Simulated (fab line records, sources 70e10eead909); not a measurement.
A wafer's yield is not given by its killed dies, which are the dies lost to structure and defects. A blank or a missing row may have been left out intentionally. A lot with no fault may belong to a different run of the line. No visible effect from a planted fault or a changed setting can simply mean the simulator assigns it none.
Which tool did it? + flow nandHarc + Sampling: 10 lots, 30 wafers, 6 of 1302 route steps

WHAT THE GAUGES READ, wafer by wafer
NHARC_A_CONTACT_CD_MEAS_08: target cd 200 nm. Usual: cdNm 199.9 nm, standard deviation 0.64.
| lot  | measured     | on       | cdNm (nm)                           | flag |
|------|--------------|----------|-------------------------------------|------|
| L545 | day 22 21:50 | cdSem-03 | 201.0 200.6 200.5                   |      |
| L544 | day 23 01:39 | cdSem-03 | 199.6 198.8 199.8                   |      |
| L550 | day 23 19:44 | cdSem-01 | 199.5 200.9 199.7                   |      |
| L549 | day 24 02:00 | cdSem-03 | 201.4 199.7 200.7                   |      |
| L554 | day 25 15:58 | cdSem-03 | 199.8 199.2 199.0                   |      |
| L560 | day 29 04:15 | cdSem-02 | 188.8 187.7 189.0 188.1 187.9 189.0 | OFF  |
| L562 | day 29 06:11 | cdSem-03 | 190.6 190.9 189.7 189.9 190.8 189.8 | OFF  |
| L564 | day 29 18:13 | cdSem-03 | 199.4 199.0 199.4                   |      |
| L567 | day 31 06:16 | cdSem-02 | 199.5 199.0 199.1                   |      |
| L565 | day 32 02:26 | cdSem-01 | 200.3 200.2 201.0                   |      |

NHARC_END_SORT_01. Usual: killedAtArray 41, standard deviation 10; killedAtOther 0.8, standard deviation 0.91; killedAtPeriphery 4.2, standard deviation 2.9; killedDies 46, standard deviation 10; killedOpen 3.5, standard deviation 2.1; killedShort 2.5, standard deviation 1.6.
| lot  | measured     | on        | killedAtArray | killedAtOther | killedAtPeriphery | killedDies | killedOpen | killedShort | flag |
|------|--------------|-----------|---------------|---------------|-------------------|------------|------------|-------------|------|
| L560 | day 31 20:51 | prober-02 | 70 62 47      | 0 1 0         | 1 0 4             | 71 63 51   | 2 2 2      | 2 3 2       |      |
| L562 | day 32 01:42 | prober-01 | 52 55 47      | 1 1 0         | 8 6 2             | 61 62 49   | 5 1 4      | 3 5 1       |      |

WHAT TOOL EACH LOT RAN ON (gives the tool, then ch and the chambers of the sampled wafers, and finally the start)
| lot  | NHARC_A_CONTACT_ETCH_127           | NHARC_A_CONTACT_STRIP_82                     | NHARC_A_CONTACT_EXPOSE_05         | NHARC_A_CONTACT_ETCH_31                    |
|------|------------------------------------|----------------------------------------------|-----------------------------------|--------------------------------------------|
| L545 | harCapEtch-02 ch 0,1, day 22 12:37 | rieDiel-01 ch 0,1,2, day 22 21:42 or earlier | arfiScanner-03 ch 0, day 22 21:42 | rieDiel-08 ch 0,2,3, no start              |
| L544 | harCapEtch-01 ch 0,1, day 22 19:07 | rieDiel-01 ch 1,2,3, day 23 01:31 or earlier | arfiScanner-01 ch 0, day 23 01:31 | rieDiel-01 ch 1,2,3, no start              |
| L550 | harCapEtch-01 ch 0,1, day 23 12:41 | rieDiel-01 ch 0,1,3, day 23 19:36 or earlier | arfiScanner-03 ch 0, day 23 19:36 | rieDiel-01 ch 1,2,3, no start              |
| L549 | harCapEtch-03 ch 0,1, day 23 20:28 | rieDiel-04 ch 1,2, day 24 01:52 or earlier   | arfiScanner-01 ch 0, day 24 01:52 | rieDiel-01 ch 1,2, no start                |
| L554 | harCapEtch-01 ch 0,1, day 25 10:29 | rieDiel-04 ch 1,3, day 25 15:50 or earlier   | arfiScanner-01 ch 0, day 25 15:50 | rieDiel-04 ch 2,3, no start                |
| L560 | harCapEtch-02 ch 0,1, day 28 15:04 | rieDiel-01 ch 0,1, day 29 04:07 or earlier   | arfiScanner-02 ch 0, day 29 04:07 | rieDiel-08 ch 0,1, day 31 20:51 or earlier |
| L562 | harCapEtch-01 ch 0,1, day 28 19:03 | rieDiel-01 ch 0,1,3, day 29 06:02 or earlier | arfiScanner-02 ch 0, day 29 06:02 | rieDiel-04 ch 1,2, day 32 01:42 or earlier |
| L564 | harCapEtch-01 ch 0,1, day 29 12:02 | rieDiel-04 ch 0,1,3, day 29 18:04 or earlier | arfiScanner-01 ch 0, day 29 18:04 | rieDiel-04 ch 0,1,3, no start              |
| L567 | harCapEtch-01 ch 0,1, day 30 23:51 | rieDiel-08 ch 0,2,3, day 31 06:08 or earlier | arfiScanner-01 ch 0, day 31 06:08 | rieDiel-04 ch 0,2,3, no start              |
| L565 | harCapEtch-01 ch 0,1, day 31 20:22 | rieDiel-08 ch 0,3, day 32 02:18 or earlier   | arfiScanner-03 ch 0, day 32 02:18 | rieDiel-01 ch 0,2, no start                |
- NHARC_A_CONTACT_ETCH_127: etches the open film in C4F8/O2/Ar, time 197 s, target depth 1918 nm.
- NHARC_A_CONTACT_STRIP_82: strips in O2.
- NHARC_A_CONTACT_EXPOSE_05: exposes mask A CC.
- NHARC_A_CONTACT_ETCH_31: etches the open film in O2/COS, target depth 2800 nm, time 728 s.

WHAT THE TOOLS THEMSELVES READ (means of the sampled wafers that have a number; where no wafer has one, the mark that the record gives instead)
NHARC_A_CONTACT_ETCH_127. Usual: chamberPressureMTorr 19.998 mTorr, standard deviation 0.017.
| lot  | tool          | chamberPressureMTorr (mTorr) | flag |
|------|---------------|------------------------------|------|
| L545 | harCapEtch-02 | 20.019                       |      |
| L544 | harCapEtch-01 | 19.997                       |      |
| L550 | harCapEtch-01 | 19.998                       |      |
| L549 | harCapEtch-03 | 19.989                       |      |
| L554 | harCapEtch-01 | 20.008                       |      |
| L560 | harCapEtch-02 | 19.996                       |      |
| L562 | harCapEtch-01 | 19.997                       |      |
| L564 | harCapEtch-01 | 19.981                       |      |
| L567 | harCapEtch-01 | 19.994                       |      |
| L565 | harCapEtch-01 | 19.985                       |      |

NHARC_A_CONTACT_STRIP_82. Usual: chamberPressureMTorr 60.00 mTorr, standard deviation 0.053; drypumpMotorCurrentA 5.9 A, standard deviation 0.3; mfcArSccm 0.005 sccm, standard deviation 0.0073; o2FlowSccm 499.9 sccm, standard deviation 1.5; oesProductAu 1.002 a.u., standard deviation 0.0099; rfVppV 57.8 V, standard deviation 0.9; showerheadPlenumPTorr 3.57 Torr, standard deviation 0.14; throttleValvePct 17.038 %, standard deviation 0.009.
| lot  | tool       | chamberPressureMTorr (mTorr) | drypumpMotorCurrentA (A) | mfcArSccm (sccm) | o2FlowSccm (sccm) | oesProductAu (a.u.) | rfVppV (V) | showerheadPlenumPTorr (Torr) | throttleValvePct (%) | flag |
|------|------------|------------------------------|--------------------------|------------------|-------------------|---------------------|------------|------------------------------|----------------------|------|
| L545 | rieDiel-01 | 60.01                        | 5.8                      | 0.006            | 499.5             | 1.004               | 57.3       | 3.54                         | 17.031               |      |
| L544 | rieDiel-01 | 60.05                        | 5.9                      | 0.000            | 499.2             | 1.003               | 57.5       | 3.41                         | 17.046               |      |
| L550 | rieDiel-01 | 60.05                        | 5.7                      | 0.006            | 501.2             | 1.008               | 57.8       | 3.57                         | 17.045               |      |
| L549 | rieDiel-04 | 60.00                        | 6.1                      | 0.004            | 500.9             | 1.008               | 58.0       | 3.60                         | 17.040               |      |
| L554 | rieDiel-04 | 60.01                        | 6.0                      | 0.000            | 500.0             | 1.001               | 58.6       | 3.64                         | 17.042               |      |
| L560 | rieDiel-01 | 59.97                        | 5.6                      | 0.012            | 500.1             | 0.997               | 58.8       | 3.68                         | 17.040               |      |
| L562 | rieDiel-01 | 59.95                        | 5.7                      | 0.006            | 498.2             | 0.996               | 57.6       | 3.55                         | 17.037               |      |
| L564 | rieDiel-04 | 59.97                        | 6.2                      | 0.000            | 500.4             | 0.993               | 57.8       | 3.58                         | 17.032               |      |
| L567 | rieDiel-08 | 59.96                        | 5.6                      | 0.003            | 499.3             | 1.013               | 57.6       | 3.45                         | 17.039               |      |
| L565 | rieDiel-08 | 60.01                        | 5.7                      | 0.003            | 499.6             | 1.015               | 57.9       | 3.45                         | 17.041               |      |

NHARC_A_CONTACT_EXPOSE_05. Usual: exposureDoseMJCm2 84.7, standard deviation 0.69.
| lot  | tool           | exposureDoseMJCm2 | flag |
|------|----------------|-------------------|------|
| L545 | arfiScanner-03 | 84.1              |      |
| L544 | arfiScanner-01 | 85.6              |      |
| L550 | arfiScanner-03 | 84.2              |      |
| L549 | arfiScanner-01 | 85.6              |      |
| L554 | arfiScanner-01 | 85.7              |      |
| L560 | arfiScanner-02 | 70.2              | OFF  |
| L562 | arfiScanner-02 | 72.9              | OFF  |
| L564 | arfiScanner-01 | 85.7              |      |
| L567 | arfiScanner-01 | 85.7              |      |
| L565 | arfiScanner-03 | 84.2              |      |

NHARC_A_CONTACT_ETCH_31. Usual: chamberPressureMTorr 19.999 mTorr, standard deviation 0.019; drypumpMotorCurrentA 5.92 A, standard deviation 0.29; mfcArSccm 0.004 sccm, standard deviation 0.0067; o2FlowSccm 399.9 sccm, standard deviation 1.1; oesProductAu 1.003 a.u., standard deviation 0.0098; rfVppV 314.8 V, standard deviation 1.8; showerheadPlenumPTorr 3.16 Torr, standard deviation 0.12; throttleValvePct 28.330 %, standard deviation 0.0088.
| lot  | tool       | chamberPressureMTorr (mTorr) | drypumpMotorCurrentA (A) | mfcArSccm (sccm) | o2FlowSccm (sccm) | oesProductAu (a.u.) | rfVppV (V) | showerheadPlenumPTorr (Torr) | throttleValvePct (%) | flag |
|------|------------|------------------------------|--------------------------|------------------|-------------------|---------------------|------------|------------------------------|----------------------|------|
| L545 | rieDiel-08 | 19.990                       | 5.60                     | 0.003            | 401.1             | 1.009               | 313.8      | 3.08                         | 28.328               |      |
| L544 | rieDiel-01 | 19.985                       | 5.91                     | 0.000            | 401.0             | 1.006               | 313.4      | 3.01                         | 28.331               |      |
| L550 | rieDiel-01 | 20.001                       | 5.93                     | 0.000            | 399.7             | 1.000               | 313.2      | 3.01                         | 28.328               |      |
| L549 | rieDiel-01 | 19.996                       | 6.11                     | 0.000            | 399.9             | 1.009               | 312.6      | 2.98                         | 28.325               |      |
| L554 | rieDiel-04 | 20.007                       | 5.98                     | 0.004            | 399.6             | 0.998               | 315.8      | 3.27                         | 28.333               |      |
| L560 | rieDiel-08 | 19.998                       | 5.43                     | 0.012            | 399.9             | 1.014               | 314.6      | 3.14                         | 28.328               |      |
| L562 | rieDiel-04 | 19.999                       | 6.04                     | 0.009            | 400.2             | 0.998               | 315.4      | 3.22                         | 28.316               |      |
| L564 | rieDiel-04 | 20.009                       | 6.18                     | 0.000            | 400.6             | 1.002               | 314.8      | 3.17                         | 28.328               |      |
| L567 | rieDiel-04 | 19.991                       | 6.12                     | 0.004            | 399.3             | 0.999               | 315.4      | 3.21                         | 28.332               |      |
| L565 | rieDiel-01 | 19.998                       | 5.94                     | 0.006            | 400.4             | 1.006               | 317.6      | 3.34                         | 28.327               |      |

THE ANSWER, worked out from the rows above alone
Rule: a lot counts as off when the mean over its wafers that have a number is more than 3 standard deviations away from the usual mean. Also off: a lot with no number at a reading for which 4 or more lots have one. Where the step has rows for the other lots, those lots are counted as sound. The gauges are gone through in route order, then the tools' own readings, and for those a lot's mean is taken as printed above. The first step at which some lot is off is used, and at that step the reading that is off furthest; a lot without a number counts as furthest.
Off at NHARC_A_CONTACT_CD_MEAS_08 (cdNm): L560, L562.
If a tool, at a process step before that reading, ran all the lots that are off and no sound lot after the first of them, it fits. Not tried: the gauges at NHARC_A_CONTACT_CD_MEAS_08; whatever is off there is also off at NHARC_A_CONTACT_EXPOSE_05, on other tools, and gauge error can't account for it. NHARC_A_CONTACT_STRIP_82 gives no start for some lots, so the hours and the order of its lots are those of NHARC_A_CONTACT_EXPOSE_05. Can't be told from this: 2 tools fit, rieDiel-01 at NHARC_A_CONTACT_STRIP_82, arfiScanner-02 at NHARC_A_CONTACT_EXPOSE_05.

WHAT THE SIMULATOR HAD PUT IN
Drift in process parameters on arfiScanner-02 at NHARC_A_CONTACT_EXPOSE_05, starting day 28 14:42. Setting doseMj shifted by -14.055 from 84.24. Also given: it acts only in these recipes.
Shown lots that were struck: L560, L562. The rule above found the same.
